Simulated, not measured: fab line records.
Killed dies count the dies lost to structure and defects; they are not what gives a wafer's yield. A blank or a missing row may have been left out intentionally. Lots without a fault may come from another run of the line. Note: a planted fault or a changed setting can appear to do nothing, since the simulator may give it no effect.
fab line records -- flow n5_finfet
[record] lots = 9, wafers = 26, last_day = 17
route steps=1938 shown DUMMY_GATE@228 BEOL_M4@1111 PASSIVATION@1936
lots with no fault: from the same line, run without faults
start_h: start of the lot's first displayed wafer, in hours after the record's first day -- wait_h: hours since the lot's step before -- " the same as in the row above -- L1.1+2: several wafers, shown together as one row -- - value missing, or start not given -- * or withheld: withheld -- < > ~ a bound
route shown NAME@n: NAME is a module with steps in the file, n the number in the route of the first one -- usual: average and standard deviation across the fault-free wafers -- same: alike in all rows -- chamber/n: place in a boat -- sites: each site's reading -- _std_site: how widely they spread, as a standard deviation -- _edge_site: mean of outer sites minus mean of inner sites -- radius_mm: how far each site lies from the wafer's centre -- mask NAME#n: copy n -- behind: the most recent tool/chamber to have shaped the wafer -- hold: the reason the lot was held/the length of the hold in hours/how it ended -- device: the transistor (n, p or np) that didn't switch -- end of line: at the end of the route, the tests of the same wafers -- for a step that has no rows: nothing shown but its recipe -- killed: count of dies lost to structure and defects at first sort (not the wafer's yield) -- map: a wafer's dies, x killed, . not, _ none there
set.NAME: the setting as run; set.NAME@STEP: as run at that earlier step -- model.NAME: the simulator's own value behind a step, which no gauge read
route steps across a sampled set of lots; one table per step, one row per wafer
services: a tool's chamber out of use, with start hour (start_h, from the record's first day; less than 0 if before it), hours out, and reason
[[steps]]
[step N5_DUMMY_GATE_EXPOSE_12]
[recipe] mask_id = GATE, na = 0.33, source_shape = annular, sigma_inner = 0.2, sigma_outer = 0.6, polarization = unpolarized, target_cd_nm = 25, dose_mj = 34
[usual] exposure_dose_mJ_cm2 = 34.4/0.33
[same] na = 0.33
lot.wafer,tool,chamber,start_h,wait_h,mask,exposure_dose_mJ_cm2
L424.2,euv_scanner-02,0,63.42,-,GATE#0,33.9
L424.3,euv_scanner-02,0,63.42,-,GATE#0,33.9
L424.5,euv_scanner-02,0,63.42,-,GATE#0,33.9
L425.1,euv_scanner-01,0,69.68,-,GATE#0,34.7
L425.2,euv_scanner-01,0,69.68,-,GATE#0,34.6
L425.6,euv_scanner-01,0,69.68,-,GATE#0,34.7
L426.1,euv_scanner-01,0,79.48,-,GATE#0,34.6
L426.2,euv_scanner-01,0,79.48,-,GATE#0,34.6
L426.5,euv_scanner-01,0,79.48,-,GATE#0,34.6
L430.4,euv_scanner-02,0,104.38,-,GATE#0,33.9
L430.5,euv_scanner-02,0,104.38,-,GATE#0,33.9
L431.2,euv_scanner-02,0,107.90,-,GATE#0,34.0
L431.3,euv_scanner-02,0,107.90,-,GATE#0,34.0
L431.4,euv_scanner-02,0,107.90,-,GATE#0,34.0
L433.2,euv_scanner-01,0,118.62,-,GATE#0,34.7
L433.4,euv_scanner-01,0,118.62,-,GATE#0,34.7
L433.5,euv_scanner-01,0,118.62,-,GATE#0,34.6
L441.2,euv_scanner-01,0,166.55,-,GATE#0,38.7
L441.3,euv_scanner-01,0,166.55,-,GATE#0,38.7
L441.6,euv_scanner-01,0,166.55,-,GATE#0,38.7
L442.1,euv_scanner-01,0,171.63,-,GATE#0,37.9
L442.3,euv_scanner-01,0,171.63,-,GATE#0,37.9
L442.5,euv_scanner-01,0,171.63,-,GATE#0,37.9
L444.1,euv_scanner-01,0,183.58,-,GATE#0,37.3
L444.2,euv_scanner-01,0,183.58,-,GATE#0,37.3
L444.4,euv_scanner-01,0,183.58,-,GATE#0,37.2
[step N5_DUMMY_GATE_CD_MEAS_15]
[recipe] target_cd_nm = 25.8, landing_energy_ev = 500, detector = se_inlens
[usual] cd_nm = 24.98/0.29
lot.wafer,tool,chamber,start_h,wait_h,cd_nm
L424.2,cd_sem-02,0,63.54,-,25.29
L424.3,cd_sem-02,0,63.54,-,25.05
L424.5,cd_sem-02,0,63.54,-,25.27
L425.1,cd_sem-02,0,69.80,-,24.93
L425.2,cd_sem-02,0,69.80,-,25.05
L425.6,cd_sem-02,0,69.80,-,24.85
L426.1,cd_sem-02,0,79.61,-,25.07
L426.2,cd_sem-02,0,79.61,-,25.09
L426.5,cd_sem-02,0,79.61,-,25.09
L430.4,cd_sem-01,0,104.49,-,24.95
L430.5,cd_sem-01,0,104.49,-,24.73
L431.2,cd_sem-01,0,108.03,-,24.95
L431.3,cd_sem-01,0,108.03,-,24.73
L431.4,cd_sem-01,0,108.03,-,24.58
L433.2,cd_sem-03,0,118.74,-,25.22
L433.4,cd_sem-03,0,118.74,-,24.97
L433.5,cd_sem-03,0,118.74,-,24.96
L441.2,cd_sem-02,0,166.67,-,23.24
L441.3,cd_sem-02,0,166.67,-,22.97
L441.6,cd_sem-02,0,166.67,-,22.70
L442.1,cd_sem-01,0,171.76,-,23.66
L442.3,cd_sem-01,0,171.76,-,23.33
L442.5,cd_sem-01,0,171.76,-,23.35
L444.1,cd_sem-02,0,183.71,-,23.45
L444.2,cd_sem-02,0,183.71,-,24.39
L444.4,cd_sem-02,0,183.71,-,23.53
[step N5_DUMMY_GATE_ETCH_37]
[recipe] chemistry = N2/H2, target = SOC, target_depth_a = 600, overetch_a = 300, temp_c = 40, ion_energy_ev = 200, pressure_mtorr = 30, source_w = 840, bias_w = 150, n2_flow_sccm = 200, h2_flow_sccm = 200
[usual] bias_w = 150.0/0.45, drypump_motor_current_A = 5.7/0.32, h2_flow_sccm = 200.0/0.61, oes_product_au = 0.64/0.052, rf_vpp_V = 524.2/2.4, showerhead_plenum_p_Torr = 2.55/0.082, throttle_valve_pct = 17.77/0.25
lot.wafer,tool,chamber,start_h,wait_h,bias_w,drypump_motor_current_A,h2_flow_sccm,oes_product_au,rf_hours_counter_h,rf_vpp_V,showerhead_plenum_p_Torr,throttle_valve_pct
L424.2,rie_diel-03,1,63.82,0.0,149.9,5.4,200.3,0.67,69,524.7,2.56,17.48
L424.3,rie_diel-03,0,63.82,0.0,150.2,5.7,200.6,0.74,8,528.2,2.71,17.93
L424.5,rie_diel-03,1,63.82,0.0,149.7,5.4,199.4,0.67,-,526.6,2.56,17.47
L425.1,rie_diel-01,1,70.08,0.0,150.3,5.9,199.5,0.59,159,520.6,2.46,18.15
L425.2,rie_diel-01,3,70.08,0.0,149.7,5.7,201.0,0.63,110,522.0,2.45,17.89
L425.6,rie_diel-01,3,70.08,0.0,150.2,5.7,199.6,0.63,-,521.4,2.45,17.88
L426.1,rie_diel-03,0,79.89,0.0,150.1,5.8,199.1,0.74,13,527.4,2.71,17.95
L426.2,rie_diel-03,1,79.89,0.0,149.5,5.4,200.3,0.67,75,525.1,2.56,17.48
L426.5,rie_diel-03,0,79.89,0.0,149.9,5.7,199.5,0.74,-,528.2,2.71,17.94
L430.4,rie_diel-04,0,104.84,0.0,150.3,5.7,200.0,0.65,-,524.8,2.55,17.59
L430.5,rie_diel-04,3,104.84,0.0,148.9,5.0,199.8,0.63,-,524.8,2.57,17.44
L431.2,rie_diel-01,1,108.54,0.0,149.8,5.9,200.5,0.58,173,520.0,2.45,18.18
L431.3,rie_diel-01,3,108.54,0.0,149.6,5.7,199.3,0.62,119,521.4,2.45,17.91
L431.4,rie_diel-01,2,108.54,0.0,149.9,6.4,200.1,0.59,156,529.1,2.64,17.77
L433.2,rie_diel-04,1,119.02,0.0,149.6,5.7,200.7,0.71,42,521.3,2.47,17.41
L433.4,rie_diel-04,3,119.02,0.0,151.0,5.0,200.5,0.64,105,524.7,2.57,17.44
L433.5,rie_diel-04,3,119.02,0.0,150.1,5.0,201.1,0.64,-,524.1,2.57,17.44
L441.2,rie_diel-01,2,166.94,0.0,149.5,6.4,198.5,0.58,172,527.2,2.63,17.81
L441.3,rie_diel-01,3,166.94,0.0,150.9,5.7,199.3,0.61,135,519.4,2.44,17.94
L441.6,rie_diel-01,0,166.94,0.0,149.7,5.8,200.3,0.68,-,524.1,2.60,17.56
L442.1,rie_diel-01,3,172.03,0.0,149.8,5.7,199.9,0.62,137,519.8,2.44,17.95
L442.3,rie_diel-01,2,172.03,0.0,149.0,6.4,200.7,0.58,174,527.4,2.63,17.80
L442.5,rie_diel-01,1,172.03,0.0,149.9,5.9,200.8,0.58,-,521.1,2.44,18.22
L444.1,rie_diel-03,2,183.99,0.0,149.4,5.7,201.6,0.60,148,527.1,2.64,18.00
L444.2,rie_diel-03,1,183.99,0.0,150.1,5.4,199.4,0.64,107,525.6,2.55,17.53
L444.4,rie_diel-03,3,183.99,0.0,150.7,5.9,199.3,0.57,217,523.2,2.53,18.04
[step N5_DUMMY_GATE_TRIM_49]
[recipe] chemistry = O2, resist = SOC, time_s = 29, target_cd_nm = 14, source_power_w = 300, bias_power_w = 0, O2_flow_sccm = 100, temp_c = 20
[usual] drypump_motor_current_A = 5.7/0.45, he_backside_leak_sccm = 2.74/0.28, oes_product_au = 1.003/0.02, throttle_valve_pct = 8.09/0.15
lot.wafer,tool,chamber,start_h,wait_h,drypump_motor_current_A,he_backside_leak_sccm,oes_product_au,rf_hours_counter_h,throttle_valve_pct
L424.2,rie_si-02,3,63.90,0.0,6.0,2.82,1.034,4,7.87
L424.3,rie_si-02,0,63.90,0.0,5.5,2.85,0.981,105,8.15
L424.5,rie_si-02,3,63.90,0.0,6.0,3.04,1.031,-,7.87
L425.1,rie_si-02,3,70.16,0.0,6.0,3.09,1.018,5,7.88
L425.2,rie_si-02,0,70.16,0.0,5.5,2.73,0.985,105,8.17
L425.6,rie_si-02,0,70.16,0.0,5.5,2.77,0.982,-,8.15
L426.1,rie_si-06,3,79.97,0.0,5.7,2.92,1.013,153,8.27
L426.2,rie_si-06,1,79.97,0.0,5.7,2.90,0.999,100,8.04
L426.5,rie_si-06,1,79.97,0.0,5.7,3.00,0.994,-,8.04
L430.4,rie_si-06,2,104.90,0.0,6.1,2.89,1.013,118,8.23
L430.5,rie_si-06,2,104.90,0.0,6.1,2.83,1.010,-,8.22
L431.2,rie_si-02,0,108.62,0.0,5.5,2.62,0.984,106,8.14
L431.3,rie_si-02,2,108.62,0.0,5.8,2.77,1.031,134,8.15
L431.4,rie_si-02,1,108.62,0.0,4.8,2.72,0.981,13,7.88
L433.2,rie_si-06,2,119.10,0.0,6.1,2.85,0.992,119,8.21
L433.4,rie_si-06,0,119.10,0.0,5.6,3.28,1.041,167,8.47
L433.5,rie_si-06,2,119.10,0.0,6.1,2.91,0.999,-,8.21
L441.2,rie_si-01,2,167.02,0.0,5.7,2.74,0.984,144,8.22
L441.3,rie_si-01,3,167.02,0.0,6.5,2.99,1.004,189,8.20
L441.6,rie_si-01,3,167.02,0.0,6.5,2.91,1.004,-,8.20
L442.1,rie_si-01,3,172.11,0.0,6.5,2.94,1.005,189,8.21
L442.3,rie_si-01,1,172.11,0.0,5.1,2.35,0.997,4,8.06
L442.5,rie_si-01,2,172.11,0.0,5.7,2.59,0.976,-,8.21
L444.1,rie_si-01,0,184.07,0.0,6.2,2.48,1.004,2,7.89
L444.2,rie_si-01,2,184.07,0.0,5.7,2.62,0.975,144,8.23
L444.4,rie_si-01,1,184.07,0.0,5.1,2.37,0.997,5,8.07
[step N5_DUMMY_GATE_CD_MEAS_50]
[recipe] target_cd_nm = 14
[usual] cd_nm = 13.9/0.53
lot.wafer,tool,chamber,start_h,wait_h,cd_nm
L424.2,cd_sem-02,-,64.05,0.0,14.1
L424.3,cd_sem-02,-,64.05,0.0,14.5
L424.5,cd_sem-02,-,64.05,0.0,14.1
L425.1,cd_sem-02,-,70.31,0.0,14.3
L425.2,cd_sem-02,-,70.31,0.0,14.2
L425.6,cd_sem-02,-,70.31,0.0,14.3
L426.1,cd_sem-02,-,80.11,0.0,14.8
L426.2,cd_sem-02,-,80.11,0.0,14.4
L426.5,cd_sem-02,-,80.11,0.0,14.9
L430.4,cd_sem-01,-,105.05,0.0,13.7
L430.5,cd_sem-01,-,105.05,0.0,14.2
L431.2,cd_sem-03,-,108.77,0.0,14.1
L431.3,cd_sem-03,-,108.77,0.0,13.3
L431.4,cd_sem-03,-,108.77,0.0,13.2
L433.2,cd_sem-02,-,119.25,0.0,14.2
L433.4,cd_sem-02,-,119.25,0.0,14.3
L433.5,cd_sem-02,-,119.25,0.0,14.2
L441.2,cd_sem-01,-,167.31,0.0,10.4
L441.3,cd_sem-01,-,167.31,0.0,11.8
L441.6,cd_sem-01,-,167.31,0.0,11.8
L442.1,cd_sem-02,-,172.42,0.0,12.7
L442.3,cd_sem-02,-,172.42,0.0,12.9
L442.5,cd_sem-02,-,172.42,0.0,11.8
L444.1,cd_sem-01,-,184.23,0.0,13.2
L444.2,cd_sem-01,-,184.23,0.0,11.9
L444.4,cd_sem-01,-,184.23,0.0,12.6
[step N5_DUMMY_GATE_STRIP_41]
[recipe] chemistry = O2, power_w = 400, temp_c = 40, pressure_mtorr = 30, rf_frequency_hz = 6e+07, bias_power_w = 0, overash_fraction = 0.3, o2_flow_sccm = 225
[usual] drypump_motor_current_A = 5.7/0.33, oes_product_au = 0.81/0.068, rf_vpp_V = 3.6/0.44, showerhead_plenum_p_Torr = 2.10/0.072, throttle_valve_pct = 16.65/0.19
lot.wafer,tool,chamber,start_h,wait_h,drypump_motor_current_A,oes_product_au,rf_hours_counter_h,rf_vpp_V,showerhead_plenum_p_Torr,throttle_valve_pct
L424.2,rie_diel-04,1,64.14,0.0,5.7,0.93,25,3.1,2.09,16.51
L424.3,rie_diel-04,0,64.14,0.0,5.7,0.84,70,4.2,2.15,16.76
L424.5,rie_diel-04,0,64.14,0.0,5.7,0.84,-,3.5,2.15,16.77
L425.1,rie_diel-01,1,70.40,0.0,5.9,0.74,159,4.2,2.03,16.88
L425.2,rie_diel-01,0,70.40,0.0,5.8,0.89,17,2.9,2.17,16.44
L425.6,rie_diel-01,3,70.40,0.0,5.7,0.80,-,3.3,2.00,16.65
L426.1,rie_diel-04,2,80.21,0.0,6.0,0.73,191,4.0,2.00,16.74
L426.2,rie_diel-04,3,80.21,0.0,5.0,0.81,92,3.0,2.11,16.22
L426.5,rie_diel-04,0,80.21,0.0,5.7,0.83,-,3.9,2.15,16.77
L430.4,rie_diel-04,0,105.16,0.0,5.7,0.83,-,3.4,2.15,16.80
L430.5,rie_diel-04,3,105.16,0.0,5.0,0.80,-,3.3,2.10,16.22
L431.2,rie_diel-01,3,108.86,0.0,5.7,0.79,119,3.1,2.00,16.69
L431.3,rie_diel-01,1,108.86,0.0,5.9,0.74,173,4.1,2.02,16.89
L431.4,rie_diel-01,0,108.86,0.0,5.8,0.87,31,3.3,2.16,16.47
L433.2,rie_diel-04,1,119.34,0.0,5.7,0.91,42,3.9,2.08,16.57
L433.4,rie_diel-04,0,119.34,0.0,5.7,0.83,87,2.6,2.14,16.78
L433.5,rie_diel-04,0,119.34,0.0,5.7,0.83,-,3.2,2.14,16.80
L441.2,rie_diel-01,3,167.40,0.0,5.7,0.78,135,3.7,1.99,16.71
L441.3,rie_diel-01,2,167.40,0.0,6.3,0.74,172,3.2,2.19,16.73
L441.6,rie_diel-01,1,167.40,0.0,5.9,0.73,-,4.0,2.02,16.93
L442.1,rie_diel-01,2,172.57,0.0,6.4,0.74,174,3.5,2.19,16.76
L442.3,rie_diel-01,0,172.57,0.0,5.8,0.85,48,3.7,2.16,16.49
L442.5,rie_diel-01,2,172.57,0.0,6.4,0.74,-,3.1,2.19,16.75
L444.1,rie_diel-04,2,184.36,0.0,6.0,0.70,215,3.8,1.99,16.77
L444.2,rie_diel-04,3,184.36,0.0,5.0,0.78,122,3.3,2.10,16.27
L444.4,rie_diel-04,0,184.36,0.0,5.7,0.80,105,4.5,2.14,16.84
[step N5_DUMMY_GATE_CD_MEAS_24]
[recipe] target_cd_nm = 15
[usual] cd_nm = 14.8/0.6
lot.wafer,tool,chamber,start_h,wait_h,cd_nm
L424.2,cd_sem-02,-,64.54,0.1,14.9
L424.3,cd_sem-02,-,64.54,0.1,15.8
L424.5,cd_sem-02,-,64.54,0.1,14.9
L425.1,cd_sem-01,-,70.80,0.1,15.7
L425.2,cd_sem-01,-,70.80,0.1,15.7
L425.6,cd_sem-01,-,70.80,0.1,14.7
L426.1,cd_sem-02,-,80.61,0.1,15.6
L426.2,cd_sem-02,-,80.61,0.1,15.6
L426.5,cd_sem-02,-,80.61,0.1,15.8
L430.4,cd_sem-02,-,105.55,0.1,14.9
L430.5,cd_sem-02,-,105.55,0.1,15.1
L431.2,cd_sem-01,-,109.27,0.1,15.4
L431.3,cd_sem-01,-,109.27,0.1,13.8
L431.4,cd_sem-01,-,109.27,0.1,14.0
L433.2,cd_sem-03,-,119.74,0.1,15.1
L433.4,cd_sem-03,-,119.74,0.1,15.0
L433.5,cd_sem-03,-,119.74,0.1,15.0
L441.2,cd_sem-01,-,167.80,0.1,11.9
L441.3,cd_sem-01,-,167.80,0.1,12.8
L441.6,cd_sem-01,-,167.80,0.1,12.7
L442.1,cd_sem-02,-,172.97,0.1,14.0
L442.3,cd_sem-02,-,172.97,0.1,13.2
L442.5,cd_sem-02,-,172.97,0.1,13.0
L444.1,cd_sem-01,-,184.76,0.1,14.4
L444.2,cd_sem-01,-,184.76,0.1,13.0
L444.4,cd_sem-01,-,184.76,0.1,13.5
[step N5_BEOL_M4_RC_MEAS_101]
[usual] DIBL_N = 37.1/2.4, DIBL_P = 37/3, IOFF_N = 0.18/0.053, IOFF_P = 0.21/0.05, ION_N = 674/14, ION_P = 459/9.2, SS_N = 72.1/0.9, SS_P = 73.4/0.89, VT_N = 250/3.8, VT_P = -251/3.7
lot.wafer,tool,chamber,start_h,wait_h,DIBL_N[mV/V],DIBL_P[mV/V],IOFF_N[nA/um],IOFF_P[nA/um],ION_N[uA/um],ION_P[uA/um],SS_N[mV/dec],SS_P[mV/dec],VT_N[mV],VT_P[mV]
L425.1,prober-01,0,200.63,0.2,35.0,34,0.13,0.16,664,455,71.5,73.0,253,-251
L425.2,prober-01,0,200.63,0.2,34.1,32,0.12,0.14,652,445,71.4,72.2,256,-257
L425.6,prober-01,0,200.63,0.2,36.0,35,0.14,0.17,664,453,71.1,72.8,255,-255
L426.1,prober-02,0,205.69,0.0,40.3,37,0.26,0.19,659,447,74.5,73.1,250,-253
L426.2,prober-02,0,205.69,0.0,35.2,35,0.13,0.16,654,445,70.6,73.0,253,-254
L426.5,prober-02,0,205.69,0.0,36.3,36,0.14,0.17,655,441,71.5,72.5,252,-254
L424.2,prober-01,0,205.80,0.2,37.7,39,0.20,0.25,688,467,71.6,73.7,248,-248
L424.3,prober-01,0,205.80,0.2,36.7,37,0.19,0.23,681,464,72.0,72.7,245,-248
L424.5,prober-01,0,205.80,0.2,37.9,38,0.20,0.23,664,453,73.0,73.8,247,-248
L430.4,prober-01,0,230.08,0.5,39.7,37,0.20,0.19,670,449,73.0,74.5,251,-256
L430.5,prober-01,0,230.08,0.5,34.1,32,0.10,0.13,651,446,71.8,72.7,259,-258
L431.2,prober-02,0,234.89,0.2,37.4,35,0.20,0.18,679,453,72.4,73.6,248,-253
L431.3,prober-02,0,234.89,0.2,37.3,39,0.17,0.22,670,455,71.4,74.0,251,-252
L431.4,prober-02,0,234.89,0.2,38.5,39,0.20,0.22,672,449,73.4,74.6,250,-251
L433.2,prober-02,0,254.30,0.2,36.4,37,0.18,0.20,671,456,72.2,73.0,249,-252
L433.4,prober-02,0,254.30,0.2,37.8,38,0.19,0.22,674,453,72.7,74.0,250,-253
L433.5,prober-02,0,254.30,0.2,36.6,38,0.19,0.22,692,471,71.8,72.8,246,-251
L441.2,prober-02,0,288.24,0.2,48.0,48,0.52,0.46,705,472,75.4,77.0,237,-243
L441.3,prober-02,0,288.24,0.2,41.5,43,0.25,0.29,673,455,73.7,74.9,250,-250
L441.6,prober-02,0,288.24,0.2,45.6,46,0.45,0.39,704,470,75.0,76.9,242,-246
L442.1,prober-02,0,309.30,0.0,37.6,39,0.20,0.21,684,461,72.7,73.7,248,-251
L442.3,prober-02,0,309.30,0.0,41.4,44,0.28,0.27,708,467,73.2,74.5,245,-251
L442.5,prober-02,0,309.30,0.0,42.4,45,0.35,0.33,716,472,74.0,76.2,239,-248
L444.1,prober-01,0,312.45,0.0,39.2,40,0.20,0.23,677,462,72.2,74.4,250,-250
L444.2,prober-01,0,312.45,0.0,41.8,43,0.24,0.27,676,454,72.9,74.8,250,-249
L444.4,prober-01,0,312.45,0.0,42.0,44,0.29,0.30,696,466,73.0,75.1,245,-249
[step N5_PASSIVATION_PROBE_49]
[usual] defect_limited_yield = 91.6/1.4, killed_at_M0_to_M3 = 32/9.5, killed_at_M4_up = 13/6, killed_at_contacts = 12/5.6, killed_at_front_end = 39/11, killed_at_other = 2.8/2.3, killed_dies = 99/16, killed_open = 65/12, killed_short = 32/7.6, sort_bin_4_leakage = 0.1/0.88, sort_bin_5_function = 4.8/0.88, sort_bin_6_memory = 3.2/0.65, sort_n_pass = 1077/29, sort_yield_pct = 91.2/2.5
[same] gross_dies = 1180, killed_at_back_side = 0, sort_bin_8_speed[%] = 0
lot.wafer,tool,chamber,start_h,wait_h,defect_limited_yield[%],killed_at_M0_to_M3,killed_at_M4_up,killed_at_contacts,killed_at_front_end,killed_at_other,killed_dies,killed_open,killed_short,sort_bin_4_leakage[%],sort_bin_5_function[%],sort_bin_6_memory[%],sort_n_pass,sort_yield_pct[%]
L441.2,prober-01,-,394.98,0.1,80.7,54,6,8,159,1,228,76,41,50.9,14.7,4.3,351,29.7
L441.3,prober-01,-,395.03,0.1,81.0,29,15,15,163,2,224,74,39,0,14.8,3.5,956,81.0
L441.6,prober-01,-,395.18,0.3,79.2,31,14,13,182,6,246,84,41,18.2,16.7,3.8,719,60.9
L442.1,prober-02,-,411.86,0.0,92.0,38,17,11,28,0,94,69,20,0,5.0,2.8,1086,92.0
L442.3,prober-02,-,411.96,0.1,88.3,32,10,14,82,0,138,64,19,0.3,8.6,2.8,1039,88.1
L442.5,prober-02,-,412.06,0.2,83.2,34,16,11,136,1,198,71,33,4.2,13.1,3.5,932,79.0
// killed by level:class
L441.2 DUMMY_GATE:area_expose=111 FIN_SAQP:geometric_particle:open=18 BEOL_M1:geometric_particle:short=16 BEOL_M1:geometric_particle:open=14 BEOL_M2:geometric_particle:open=9 FIN_SAQP:geometric_particle:short=7 MOL_CONTACT_COAG:geometric_particle:open=7 BEOL_M0_SAQP:geometric_particle:open=6
L441.3 DUMMY_GATE:area_expose=110 FIN_SAQP:geometric_particle:short=13 FIN_SAQP:geometric_particle:open=12 MOL_CONTACT_COAG:geometric_particle:open=12 DUMMY_GATE:geometric_particle:open=9 BEOL_M2:geometric_particle:open=7 STI_FIN_REVEAL:geometric_particle:open=6 BEOL_M0_SAQP:geometric_particle:open=5
L441.6 DUMMY_GATE:area_expose=121 FIN_SAQP:geometric_particle:open=14 FIN_SAQP:geometric_particle:short=11 DUMMY_GATE:geometric_particle:open=11 MOL_CONTACT_COAG:geometric_particle:open=11 STI_FIN_REVEAL:geometric_particle:open=9 BEOL_M5:geometric_particle:open=7 BEOL_M2:geometric_particle:open=6
L442.1 MOL_CONTACT_COAG:geometric_particle:open=11 BEOL_M4:geometric_particle:open=10 BEOL_M0_SAQP:geometric_particle:open=9 BEOL_M0:geometric_particle:open=8 BEOL_M0_SAQP:geometric_particle:short=7 BEOL_M2:geometric_particle:open=7 DUMMY_GATE:geometric_particle:open=6 STI_FIN_REVEAL:geometric_particle:open=4
L442.3 DUMMY_GATE:area_expose=55 MOL_CONTACT_COAG:geometric_particle:open=13 FIN_SAQP:geometric_particle:open=9 BEOL_M0_SAQP:geometric_particle:open=9 BEOL_M4:geometric_particle:open=5 STI_FIN_REVEAL:geometric_particle:open=4 BEOL_M0:geometric_particle:open=4 BEOL_M1:geometric_particle:short=4
L442.5 DUMMY_GATE:area_expose=93 STI_FIN_REVEAL:geometric_particle:open=17 BEOL_M3:geometric_particle:open=12 BEOL_M4:geometric_particle:open=8 BEOL_M0_SAQP:geometric_particle:short=7 MOL_CONTACT_COAG:geometric_particle:open=6 FIN_SAQP:geometric_particle:short=5 STI_FIN_REVEAL:geometric_particle:short=5
[[services]]
tool,chamber,start_h,hours,kind
rie_si-06,2,40.63,6.0,repair
rie_diel-01,-,44.12,14.6,pm
rie_si-06,0,47.39,10.2,repair
rie_si-02,1,58.51,4.0,repair
rie_si-01,-,58.78,14.6,pm
euv_scanner-01,-,62.22,1.0,pm
rie_diel-04,3,63.58,3.9,repair
euv_scanner-02,-,73.56,1.0,pm
rie_diel-01,3,74.90,5.1,repair
rie_si-01,3,81.23,9.7,repair
euv_scanner-02,-,100.64,3.7,repair
euv_scanner-01,-,101.90,0.8,repair
euv_scanner-02,-,109.44,17.3,pm
rie_si-02,2,119.32,7.9,repair
euv_scanner-01,-,126.74,1.0,pm
rie_si-01,3,127.17,14.5,repair
euv_scanner-01,-,127.75,4.6,pm
euv_scanner-02,-,132.35,1.0,pm
rie_si-01,-,135.75,0.1,repair
rie_diel-04,-,146.76,2.8,pm
rie_diel-04,2,163.49,3.9,repair
rie_si-01,0,165.37,12.0,repair
rie_si-01,1,168.08,2.8,repair
euv_scanner-01,-,174.52,1.0,pm
[[key]]
[first_sign] step = N5_DUMMY_GATE_EXPOSE_12, reading = exposure_dose_mJ_cm2, direction = up, sigmas = 11, usual = 34.4, struck = 37.9
[effect] step = N5_DUMMY_GATE_CD_MEAS_15, reading = cd_nm, direction = down, sigmas = 5.4, usual = 24.98, struck = 23.40, through = control_loop
[effect] step = N5_DUMMY_GATE_CD_MEAS_50, reading = cd_nm, direction = down, sigmas = 3.2, usual = 13.9, struck = 12.1, through = control_loop
[effect] step = N5_DUMMY_GATE_CD_MEAS_24, reading = cd_nm, direction = down, sigmas = 2.8, usual = 14.8, struck = 13.2, through = control_loop
[effect] step = N5_BEOL_M4_RC_MEAS_101, reading = IOFF_N, direction = up, sigmas = 2.4, usual = 0.18, struck = 0.31, wafers_moved = 5
[effect] step = N5_BEOL_M4_RC_MEAS_101, reading = DIBL_P, direction = up, sigmas = 2.2, usual = 37, struck = 43, wafers_moved = 6
[effect] step = N5_BEOL_M4_RC_MEAS_101, reading = DIBL_N, direction = up, sigmas = 2.1, usual = 37.1, struck = 42.2, wafers_moved = 6
[effect] step = N5_BEOL_M4_RC_MEAS_101, reading = SS_P, direction = up, sigmas = 2.1, usual = 73.4, struck = 75.3, wafers_moved = 3
[effect] step = N5_BEOL_M4_RC_MEAS_101, reading = IOFF_P, direction = up, sigmas = 1.9, usual = 0.21, struck = 0.31, wafers_moved = 4
[effect] step = N5_BEOL_M4_RC_MEAS_101, reading = SS_N, direction = up, sigmas = 1.7, usual = 72.1, struck = 73.6, wafers_moved = 3
[effect] step = N5_BEOL_M4_RC_MEAS_101, reading = ION_N, direction = up, sigmas = 1.4, usual = 674, struck = 693
[effect] step = N5_BEOL_M4_RC_MEAS_101, reading = VT_N, direction = down, sigmas = 1.2, usual = 250, struck = 245
[effect] step = N5_PASSIVATION_PROBE_49, reading = sort_bin_4_leakage, direction = up, sigmas = 14, usual = 0.1, struck = 12.3, wafers_moved = 3
[more_kills_born_at] N5_DUMMY_GATE_EXPOSE_12@euv_scanner-01 = 496
met_at N5_DUMMY_GATE_EXPOSE_12
struck_lots L441,L442,L444
rows_end L444.1,L444.2,L444.4
[loop_trim] step = N5_DUMMY_GATE_EXPOSE_12, setting = dose, lots = L442,L444
not_acting_at N5_DUMMY_GATE_ETCH_37,N5_DUMMY_GATE_TRIM_49,N5_DUMMY_GATE_STRIP_41
onset_between 118.62 166.55
[fault] kind = process_parameter_drift, tool = euv_scanner-01, chamber = -, onset_h = 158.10, steps = N5_DUMMY_GATE_EXPOSE_12, channel = dose_mj, offset = 4.1065, shape = step, acts_in = these_recipes_only, stated = 34
// rows_end: these wafers met a further fault down the route, and their rows from its step on are left out
// loop_trim: a control loop set the setting to another value than it would have without faults
